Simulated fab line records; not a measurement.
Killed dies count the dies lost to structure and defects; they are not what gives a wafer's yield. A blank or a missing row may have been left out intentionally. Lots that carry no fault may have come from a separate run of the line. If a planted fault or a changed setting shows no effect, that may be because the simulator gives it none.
Which tool did it?    flow n5Finfet    Sampling: 9 lots, 27 wafers, 6 of 1938 route steps

WHAT THE GAUGES READ, wafer by wafer
N5_WELL_APT_INSPECT_10: inspects for defects (macro).
lot   measured     on                rawDefectCount
L519  day 2 02:05  defectInspect-02  1 0 2
L521  day 2 13:38  defectInspect-02  1 3 4
L522  day 2 19:54  defectInspect-02  2 2 2
L532  day 5 07:41  defectInspect-01  3 0 2
L535  day 6 03:07  defectInspect-02  2 4 2
L536  day 6 07:42  defectInspect-01  3 2 2
L537  day 6 14:05  defectInspect-02  1 2 3
L539  day 7 01:37  defectInspect-02  0 2 2
L540  day 7 10:43  defectInspect-02  4 2 3

N5_PMOS_HMC_CHANNEL_EPI_THK_MEAS_22.
lot   measured     on            HMC_CMP_THK (nm)
L519  day 2 08:04  filmMetro-02  54.5 53.4 55.0
L521  day 2 19:21  filmMetro-02  54.3 52.9 52.6
L522  day 3 01:40  filmMetro-01  55.1 52.4 52.6
L532  day 5 15:26  filmMetro-01  59.3 54.9 59.4
L535  day 6 09:16  filmMetro-02  53.8 59.4 55.4
L536  day 6 13:47  filmMetro-02  59.0 59.2 59.3
L537  day 6 20:11  filmMetro-01  54.4 52.6 54.7
L539  day 7 07:50  filmMetro-02  54.4 52.1 51.6
L540  day 7 16:48  filmMetro-02  54.7 53.1 52.8

N5_FIN_SAQP_CD_MEAS_16 targets a cd of 35.6 nm.
lot   measured     on        cdNm (nm)
L519  day 2 09:54  cdSem-02  35.4 35.1 35.7
L521  day 2 22:29  cdSem-02  35.5 35.7 35.5
L522  day 3 03:29  cdSem-01  35.6 35.8 35.9
L532  day 5 17:07  cdSem-02  35.5 35.8 35.8
L535  day 6 11:09  cdSem-02  35.8 36.6 36.0
L536  day 6 15:59  cdSem-03  36.0 35.5 36.0
L537  day 6 22:14  cdSem-03  35.8 35.5 35.6
L539  day 7 09:45  cdSem-01  35.7 35.9 35.1
L540  day 7 18:36  cdSem-03  35.7 35.9 36.4

N5_BEOL_M4_RC_MEAS_101.
lot   measured      on         CJ_P            DIBL_N (mV/V)   DIBL_P (mV/V)   EOT_P              IGATE_P (nA/um)       IOFF_N (nA/um)  IOFF_P (nA/um)  IOFF_P_85C (nA/um)  IOFF_P_LIN (nA/um)  IOFF_P_LONG (nA/um)         ION_N (uA/um)  ION_P (uA/um)  RC_DENSE_P (ohm.um)  RC_P (ohm.um)   REXT_P (ohm.um)    RS_NWELL (ohm/sq)  RS_SD_P (ohm/sq)  SS_N (mV/dec)   SS_P (mV/dec)   VT_N (mV)          VT_P (mV)       VT_P_LONG (mV)  VT_P_LVT (mV)
L519  day 8 19:38   prober-01  5.66 5.92 5.59  37.7 32.4 36.1  39.0 32.8 37.3  10.44 10.47 10.50  0.0043 0.0040 0.0033  0.21 0.11 0.18  0.24 0.15 0.21  4.0 2.8 3.7         0.109 0.080 0.101   0.000106 0.000111 0.000104  684 666 682    467 458 465    24.6 24.7 23.9       19.9 20.3 19.7  105.7 105.1 106.3  1038 1032 1035     66.5 66.7 67.0    72.2 70.6 71.9  74.0 72.1 73.8  244.9 253.1 246.9  -249 -256 -250  -274 -277 -274  -95 -101 -97
L521  day 9 10:14   prober-02  5.59 6.12 5.94  36.0 37.9 35.0  36.5 39.2 35.4  10.55 10.63 10.55  0.0032 0.0035 0.0037  0.17 0.21 0.15  0.24 0.29 0.21  4.0 4.8 3.6         0.114 0.131 0.102   0.00012 0.000129 0.000126   691 684 684    468 471 469    24.1 24.7 24.0       19.7 20.0 19.7  104.4 103.2 105.3  1044 1043 1036     67.5 67.5 67.4    71.0 71.7 70.8  73.2 74.4 73.2  248.1 245.2 249.1  -247 -246 -249  -269 -271 -272  -92 -90 -96
L522  day 10 00:26  prober-02  5.46 5.96 5.99  37.3 39.4 37.5  37.8 38.5 36.9  10.49 10.44 10.45  0.0037 0.0041 0.0034  0.18 0.21 0.18  0.23 0.24 0.22  3.9 4.1 3.8         0.105 0.105 0.102   9.7e-05 0.000102 0.000103   690 693 689    467 462 468    23.4 23.2 22.8       19.2 18.9 18.9  100.0 100.7 100.1  1054 1037 1035     64.8 63.6 64.6    71.9 72.3 71.6  74.0 74.5 73.8  246.8 245.6 246.4  -249 -248 -249  -277 -280 -277  -97 -97 -97
L532  day 12 17:54  prober-02  - 5.51 -        38.3 40.4 36.9  - 40.5 -        - 10.57 -          - 0.0039 -            0.20 0.23 0.18  - 0.25 -        - 4.3 -             - 0.111 -           - 9.4e-05 -                 682 686 683    - 463 -        - 24.6 -             - 19.8 -        - 102.2 -          1066 1035 1068     - 65.7 -          72.4 72.7 71.5  - 74.5 -        247.9 246.6 246.6  - -248 -        - -278 -        - -97 -
L535  day 12 22:56  prober-01  6.01 - 5.73     33.3 34.7 34.8  35.1 - 38.0     10.40 - 10.45      0.0047 - 0.0040       0.13 0.14 0.15  0.18 - 0.23     3.3 - 3.9           0.090 - 0.105       0.000108 - 0.000103         675 682 678    461 - 470      24.1 - 24.1          19.5 - 19.7     100.3 - 99.7       1044 1065 1043     65.0 - 65.2       70.6 70.8 71.7  73.1 - 74.3     252.0 249.0 249.5  -251 - -248     -276 - -276     -99 - -97
L536  day 13 19:06  prober-02  - - -           37.3 38.2 41.6  - - -           - - -              - - -                 0.17 0.20 0.29  - - -           - - -               - - -               - - -                       703 677 701    - - -          - - -                - - -           - - -              1066 1061 1068     - - -             72.3 71.6 72.4  - - -           246.6 245.7 241.5  - - -           - - -           - - -
L537  day 14 01:49  prober-02  5.94 6.15 5.77  35.7 35.8 37.6  35.8 34.0 37.0  10.41 10.49 10.28  0.0043 0.0041 0.0055  0.15 0.15 0.17  0.21 0.19 0.22  3.8 3.3 3.9         0.098 0.090 0.102   0.000101 0.000105 9.9e-05   669 673 674    465 461 468    24.0 23.4 24.0       19.5 19.3 19.5  98.1 98.6 98.7     1038 1033 1031     66.2 66.8 67.0    71.6 72.0 72.0  73.1 72.5 73.2  250.2 251.8 251.1  -251 -252 -249  -275 -277 -278  -100 -101 -99
L539  day 14 10:52  prober-02  5.79 6.24 6.33  39.5 40.7 37.4  39.0 38.9 35.8  10.54 10.37 10.42  0.0039 0.0048 0.0042  0.18 0.21 0.16  0.24 0.24 0.20  4.2 4.2 3.5         0.109 0.109 0.095   0.000101 0.000111 0.000114  664 678 680    463 461 461    24.3 24.7 23.1       20.0 19.9 19.0  100.9 101.4 99.5   1034 1044 1027     66.4 67.0 65.7    71.9 73.2 71.3  73.9 74.5 73.8  249.3 247.9 250.8  -248 -247 -250  -278 -275 -276  -98 -98 -99
L540  day 14 13:47  prober-02  5.72 5.95 6.06  40.8 35.2 37.1  40.8 34.0 36.9  10.44 10.30 10.52  0.0042 0.0043 0.0039  0.27 0.13 0.18  0.34 0.20 0.25  5.5 3.5 4.4         0.145 0.101 0.119   0.000114 0.000117 0.000121  703 677 679    477 463 467    23.6 23.4 22.5       19.5 18.8 18.4  101.6 100.7 100.5  1040 1038 1040     64.8 64.1 64.2    73.1 72.0 71.7  74.0 72.0 73.6  242.1 251.3 248.0  -241 -248 -244  -270 -273 -273  -92 -98 -95

WHAT TOOL EACH LOT RAN ON (gives the tool, then ch and the chambers of the sampled wafers, and finally the start)
lot   N5_PMOS_HMC_CHANNEL_EPI_FIN_RECESS_16  N5_FIN_SAQP_PECVD_47
L519  rieSi-02 ch 0,2,3, day 2 06:15         pecvd-04 ch 0,1,2, day 2 09:13
L521  rieSi-05 ch 0,3, day 2 17:33           pecvd-04 ch 0,1,2, day 2 21:49
L522  rieSi-03 ch 1,3, day 2 23:52           pecvd-04 ch 0,2, day 3 02:49
L532  rieSi-02 ch 1,2,3, day 5 13:37         pecvd-03 ch 1,2, day 5 16:35
L535  rieSi-02 ch 0,1,2, day 6 07:27         pecvd-04 ch 0,1, day 6 10:29
L536  rieSi-02 ch 0,1,3, day 6 11:59         pecvd-04 ch 1,2, day 6 15:19
L537  rieSi-05 ch 1,2,3, day 6 18:22         pecvd-01 ch 0,1,2, day 6 21:43
L539  rieSi-03 ch 1,2,3, day 7 05:55         pecvd-04 ch 1,2, day 7 08:59
L540  rieSi-03 ch 2,3, day 7 14:36           pecvd-03 ch 0,1,2, day 7 18:04
- N5_PMOS_HMC_CHANNEL_EPI_FIN_RECESS_16: chemistry HBr/Cl2, target Si, target depth 54 nm, time 18 s.
- N5_FIN_SAQP_PECVD_47: deposits a-Si from SiH4/He, target thk 45 nm, time 36.3 s.

WHAT THE TOOLS THEMSELVES READ (means of the sampled wafers that have a number; where no wafer has one, the mark that the record gives instead)
N5_PMOS_HMC_CHANNEL_EPI_FIN_RECESS_16.
lot   tool      chamberPressureMTorr (mTorr)  drypumpMotorCurrentA (A)  oesProductAu (a.u.)  throttleValvePct (%)
L519  rieSi-02  9.995                         5.9                       1.011                35.24
L521  rieSi-05  10.006                        5.0                       0.990                35.72
L522  rieSi-03  9.999                         5.7                       1.013                35.74
L532  rieSi-02  10.002                        6.0                       1.145                35.03
L535  rieSi-02  9.996                         5.7                       1.071                35.10
L536  rieSi-02  10.005                        5.6                       1.195                35.10
L537  rieSi-05  9.999                         5.4                       1.006                35.51
L539  rieSi-03  9.999                         5.8                       0.996                35.68
L540  rieSi-03  9.990                         5.9                       0.995                35.61

N5_FIN_SAQP_PECVD_47.
lot   tool      heaterPowerOuterW (W)  heaterPowerW (W)  showerheadPlenumPTorr (Torr)  throttleValvePct (%)
L519  pecvd-04  535                    841               5.70                          19.3
L521  pecvd-04  489                    782               5.70                          19.2
L522  pecvd-04  527                    847               5.66                          18.2
L532  pecvd-03  535                    887               5.69                          18.2
L535  pecvd-04  501                    775               5.70                          19.3
L536  pecvd-04  565                    906               5.69                          19.3
L537  pecvd-01  547                    924               5.65                          18.4
L539  pecvd-04  504                    797               5.74                          20.1
L540  pecvd-03  496                    809               5.68                          17.8

THE ANSWER, worked out from the rows above alone
Rule: what is usual is taken from the lots themselves. Put in order of their means at a reading, lots are off if they are a third of the lots or fewer, leave a main group of 4 or more, and stand apart from it by a gap of 3 or more times the standard deviation of the main group's means; of several such gaps the widest counts. The tables above print the reading to a certain number of digits; a main group whose means all agree to those digits is not used. Also off: a lot with no number at a reading for which 4 or more lots have one. The other lots that the step has rows for count as sound. First the gauges in route order, then the tools' own readings, where a lot's mean is used as printed above. At the first step where some lot is off, the reading lying furthest off is the one used; lots without a number count as furthest.
Off: L532, L535, L536, seen at N5_PMOS_HMC_CHANNEL_EPI_THK_MEAS_22 (HMC_CMP_THK). The main group: mean 53.5 nm, standard deviation 0.5.
If a tool, at a process step before that reading, ran all the lots that are off and no sound lot after the first of them, it fits. The gauges at N5_PMOS_HMC_CHANNEL_EPI_THK_MEAS_22 aren't tried: what is off there is off at N5_PMOS_HMC_CHANNEL_EPI_FIN_RECESS_16 too, on other tools, and a gauge's error can't cause that. One fits: rieSi-02 at N5_PMOS_HMC_CHANNEL_EPI_FIN_RECESS_16. Its last sound lot is L519 (day 2 06:15), its first lot that is off L532 (day 5 13:37): a fault that began between those two fits.
On the lots that are off, the tool's own readings at N5_PMOS_HMC_CHANNEL_EPI_FIN_RECESS_16 differ by more than 5 times the standard deviation of the sound lots' means, which bears it out; oesProductAu reads 1.137 a.u. there versus 1.002 a.u. on the sound lots.

WHAT THE SIMULATOR PUT IN
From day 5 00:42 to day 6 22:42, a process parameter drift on rieSi-02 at N5_PMOS_HMC_CHANNEL_EPI_FIN_RECESS_16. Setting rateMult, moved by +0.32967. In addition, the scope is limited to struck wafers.
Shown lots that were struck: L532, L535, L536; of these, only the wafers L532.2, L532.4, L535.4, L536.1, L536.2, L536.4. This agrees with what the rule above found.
